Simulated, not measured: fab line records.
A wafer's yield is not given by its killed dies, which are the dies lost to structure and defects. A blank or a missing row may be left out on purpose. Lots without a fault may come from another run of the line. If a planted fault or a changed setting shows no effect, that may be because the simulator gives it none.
Lot-split experiment	flow n5_finfet	21 wafers read from 7 lots, route of 1938 steps

## ABOUT THE SPLIT
At N5_DUMMY_GATE_COAT_28 (time 60 s, resist thk 10 nm), the setting spin_rpm was moved away from the recipe's 1500 rpm on 7 of the 21 wafers read, by -7.7% to +9.7%. The other wafers ran this setting at the recipe's value.

The split's own step is where the reading is taken.

## THE READING
underlayer_of_DUMMY_GATE_COAT_28.thk_nm (the simulator's own value, which no gauge read), in nm, at N5_DUMMY_GATE_COAT_28 (time 60 s, resist thk 10 nm). No usual value for it is given in the file.

wafer	tool, chamber at the split	spin_rpm as run, rpm	against the recipe	underlayer_of_DUMMY_GATE_COAT_28.thk_nm, nm	against lot-mates on the recipe
L078.1	litho_track-01, 0	1500	recipe	10	-
L078.4	litho_track-01, 0	1500	recipe	10	-
L078.5	litho_track-01, 0	1500	recipe	10	-
L081.2	litho_track-03, 0	1400	-6.7%	10.4	+0.4
L081.5	litho_track-03, 0	1400	-6.7%	10.4	+0.4
L081.3	litho_track-03, 0	1500	recipe	10	-
L080.3	litho_track-01, 0	1500	recipe	10	-
L080.4	litho_track-01, 0	1500	recipe	10	-
L080.6	litho_track-01, 0	1500	recipe	10	-
L088.1	litho_track-03, 0	1646	+9.7%	9.6	-0.4
L088.5	litho_track-03, 0	1646	+9.7%	9.6	-0.4
L088.3	litho_track-03, 0	1500	recipe	10	-
L091.1	litho_track-04, 0	1500	recipe	10	-
L091.2	litho_track-04, 0	1500	recipe	10	-
L091.6	litho_track-04, 0	1500	recipe	10	-
L093.1	litho_track-04, 0	1500	recipe	10	-
L093.2	litho_track-04, 0	1384	-7.7%	10.4	+0.4
L093.4	litho_track-04, 0	1384	-7.7%	10.4	+0.4
L096.2	litho_track-03, 0	1500	recipe	10	-
L096.5	litho_track-03, 0	1500	recipe	10	-
L096.6	litho_track-03, 0	1385	-7.7%	10.4	+0.4

THE FIT
A straight line over all 21 wafers: underlayer_of_DUMMY_GATE_COAT_28.thk_nm changes by -0.0483 nm for each +1% of spin_rpm; r = -0.99; the points scatter about the line by 0.03 nm.
The same after taking each lot's own level away (the mean of its wafers on the recipe; 21 wafers): -0.0483 nm for each +1%; r = -0.99; scatter 0.03 nm.
The reading moves by 0.47 nm for the largest change in spin_rpm, on that fit.
The lots' own levels span 10.00 to 10.00 nm.
The two slopes are in agreement: the lot-to-lot level therefore moves the slope only a little.
Check: for one of the wafers moved furthest among these (+9.7%), held out of the fit, the line's prediction against its lot-mates is -0.474 nm. Against them it came out at -0.4 nm.

## ADDITIONAL SPLITS CARRIED BY THESE WAFERS
Before the reading, these wafers also passed through other splits. Each is held against what the fit with the lots' levels taken away leaves over:
other split on the same wafers	wafers away from the commonest value	r with underlayer_of_DUMMY_GATE_COAT_28.thk_nm (lot level and that fit taken away)
N5_ZERO_LAYER_COAT_05 spin_rpm	10	-0.04
N5_ZERO_LAYER_DEVELOP_10 develop_time_s	7	+0.36
N5_WELL_APT_COAT_02 spin_rpm	2	+0.07
N5_WELL_APT_EXPOSE_05 dose_mj	7	+0.23
N5_FIN_SAQP_PEB_14 peb_time_s	6	+0.46
N5_FIN_SAQP_DEVELOP_15 develop_time_s	4	+0.17
N5_FIN_CUT_COAT_02 spin_rpm	9	+0.10

## THE FILE'S OWN FIT
underlayer_of_DUMMY_GATE_COAT_28.thk_nm changes by -0.0493 nm for each +1% of spin_rpm, r = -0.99.
